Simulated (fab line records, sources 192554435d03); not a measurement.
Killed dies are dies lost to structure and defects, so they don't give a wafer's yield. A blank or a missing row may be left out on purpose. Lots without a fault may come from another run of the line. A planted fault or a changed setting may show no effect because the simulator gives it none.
One fault seen from 2 desks | flow n5_finfet | each desk has only its own numbers; what lay behind them comes last

THE METROLOGY DESK
What the gauges read, lot by lot, whatever tool the lot ran on: means of the sampled wafers that have a number. A lot is out of limits, marked OUT, if its mean lies more than 4 standard deviations from the usual mean; the brackets give that distance. Of its 10 readings 7 are shown: those that lie furthest out on some lot.
Columns: A = DIBL_N at N5_BEOL_M4_RC_MEAS_101, usual 36.4 mV/V; B = DIBL_P at N5_BEOL_M4_RC_MEAS_101, usual 36.3 mV/V; C = IOFF_P at N5_BEOL_M4_RC_MEAS_101, usual 0.211 nA/um; D = ION_P at N5_BEOL_M4_RC_MEAS_101, usual 463 uA/um; E = SS_N at N5_BEOL_M4_RC_MEAS_101, usual 71.5 mV/dec; F = VT_N at N5_BEOL_M4_RC_MEAS_101, usual 249.3 mV; G = VT_P at N5_BEOL_M4_RC_MEAS_101, usual -249.9 mV
lot  | first seen here | A    | B    | C     | D   | E    | F     | G
L823 | day 10 20:55    | 36.2 | 36.4 | 0.179 | 454 | 71.8 | 251.1 | -253.4
L824 | day 11 00:56    | 37.2 | 35.9 | 0.212 | 463 | 71.5 | 249.8 | -249.9
L826 | day 11 14:37    | 36.1 | 36.7 | 0.234 | 467 | 71.4 | 246.5 | -248.6
L825 | day 11 18:29    | 34.6 | 36.0 | 0.194 | 463 | 71.0 | 251.6 | -250.6
L827 | day 12 07:55    | 38.7 | 38.3 | 0.248 | 469 | 71.8 | 246.3 | -247.0
This desk's finding: nothing out of limits on any of the 5 lots.

THE TOOL OWNER'S DESK: litho_track-03
The tool's own readings at N5_BEOL_M4_COAT_05 (resist thk 30 nm): means of the sampled wafers that have a number, for each lot that ran on this tool. A lot is out of limits, marked OUT, if its mean lies more than 4 standard deviations from the usual mean; the brackets give that distance.
Columns: A = chill_plate_temp_C at N5_BEOL_M4_COAT_05, usual 23.00 C; B = resist_line_temp_C at N5_BEOL_M4_COAT_05, usual 22.99 C; C = spin_speed_rpm at N5_BEOL_M4_COAT_05, usual 1499.8 rpm
lot  | first seen here | A     | B     | C
L823 | day 10 14:10    | 22.98 | 22.84 | 1499.9
L824 | day 10 16:31    | 22.96 | 22.92 | 1815.3 (+99 or more) OUT
L826 | day 11 03:43    | 23.07 | 23.10 | 1814.9 (+99 or more) OUT
L827 | day 11 22:01    | 23.10 | 23.03 | 1814.3 (+99 or more) OUT
This desk's finding: out of limits on L824, L826, L827; first on L824, day 10 16:31 (spin_speed_rpm at N5_BEOL_M4_COAT_05). In limits: L823.

PUT TOGETHER
The tool owner's desk could have raised an alarm at day 10 16:31, on L824, L826, L827.
The metrology desk saw nothing out of limits.
The metrology desk has L824, L826, L827 on record, within its limits.
Of the lots named, all ran N5_BEOL_M4_COAT_05 on litho_track-03.

WHAT THE SIMULATOR HAD PUT IN
Process parameter drift: litho_track-03, from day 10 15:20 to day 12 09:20, at N5_BEOL_M4_COAT_05. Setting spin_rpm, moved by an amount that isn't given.
Lots struck among those shown: L824, L826, L827.
Hours from the fault's start to each desk's first reading out of limits: the tool owner's desk, 1.
